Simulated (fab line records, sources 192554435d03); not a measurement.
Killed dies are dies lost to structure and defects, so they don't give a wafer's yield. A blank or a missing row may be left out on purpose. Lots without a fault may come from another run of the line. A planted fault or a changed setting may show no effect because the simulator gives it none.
Chamber matching | flow n5_finfet | N5_BEOL_M13_ETCH_67 on rie_diel-06: 4 sister chambers
The step etches SiARC in CF4, target depth 143 nm, time 238.3 s. 16 wafers are shown with their chamber, then 8 later ones without.

WAFERS WITH THEIR CHAMBER
wafer  | chamber | showerhead_plenum_p_Torr (Torr) | drypump_motor_current_A (A) | throttle_valve_pct (%)
L079.1 | 2       | 1.99                            | 5.9                         | 15.68
L079.4 | 3       | 2.12                            | 5.8                         | 15.95
L079.6 | 1       | 2.17                            | 5.4                         | 15.68
L080.1 | 0       | 2.08                            | 5.5                         | 15.27
L080.3 | 3       | 2.12                            | 5.8                         | 15.95
L080.6 | 0       | 2.08                            | 5.5                         | 15.27
L085.1 | 3       | 2.12                            | 5.8                         | 15.99
L085.2 | 0       | 2.08                            | 5.5                         | 15.31
L085.4 | 0       | 2.08                            | 5.5                         | 15.30
L089.1 | 0       | 2.08                            | 5.5                         | 15.31
L089.2 | 2       | 1.99                            | 5.9                         | 15.70
L089.6 | 2       | 1.99                            | 5.8                         | 15.71
L086.2 | 2       | 1.99                            | 5.8                         | 15.70
L086.4 | 2       | 1.98                            | 5.8                         | 15.70
L086.6 | 0       | 2.08                            | 5.5                         | 15.30
L093.3 | 1       | 2.15                            | 5.4                         | 15.76

SIGNATURES (means of the wafers above)
reading                  | chamber 0 | chamber 1 | chamber 2 | chamber 3 | scatter within a chamber
showerhead_plenum_p_Torr | 2.0800    | 2.1600    | 1.9880    | 2.1200    | 0.00483
drypump_motor_current_A  | 5.500     | 5.400     | 5.840     | 5.800     | 0.0316
throttle_valve_pct       | 15.2933   | 15.7200   | 15.6980   | 15.9633   | 0.0232
Rule: a wafer's distance from a chamber is the root of the sum, over the readings, of the square of ((its reading less the chamber's mean) divided by the reading's scatter). The wafer belongs to the nearest chamber; if the next one is less than 2 further off, it can't be placed. The scatter: the root of (the sum of the squares of (reading less its chamber's mean) over the shown wafers, divided by (wafers less chambers)).

WAFERS WITHOUT THEIR CHAMBER
wafer  | showerhead_plenum_p_Torr (Torr) | drypump_motor_current_A (A) | throttle_valve_pct (%)
L093.4 | 2.08                            | 5.5                         | 15.33
L093.6 | 1.98                            | 5.9                         | 15.72
L092.1 | 2.15                            | 5.4                         | 15.76
L092.3 | 1.98                            | 5.8                         | 15.72
L092.5 | 2.15                            | 5.4                         | 15.76
L094.4 | 2.15                            | 5.4                         | 15.76
L094.5 | 2.07                            | 5.5                         | 15.36
L094.6 | 2.11                            | 5.8                         | 15.51

WHICH CHAMBER EACH WENT THROUGH
wafer  | from the rows above | in truth
L093.4 | 0                   | 0
L093.6 | 2                   | 2
L092.1 | 1                   | 1
L092.3 | 2                   | 2
L092.5 | 1                   | 1
L094.4 | 1                   | 1
L094.5 | 0                   | 0
L094.6 | 0                   | 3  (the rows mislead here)
Placed correctly: 7 of 8. Can't be placed from these rows: 0. Placed wrongly: 1.
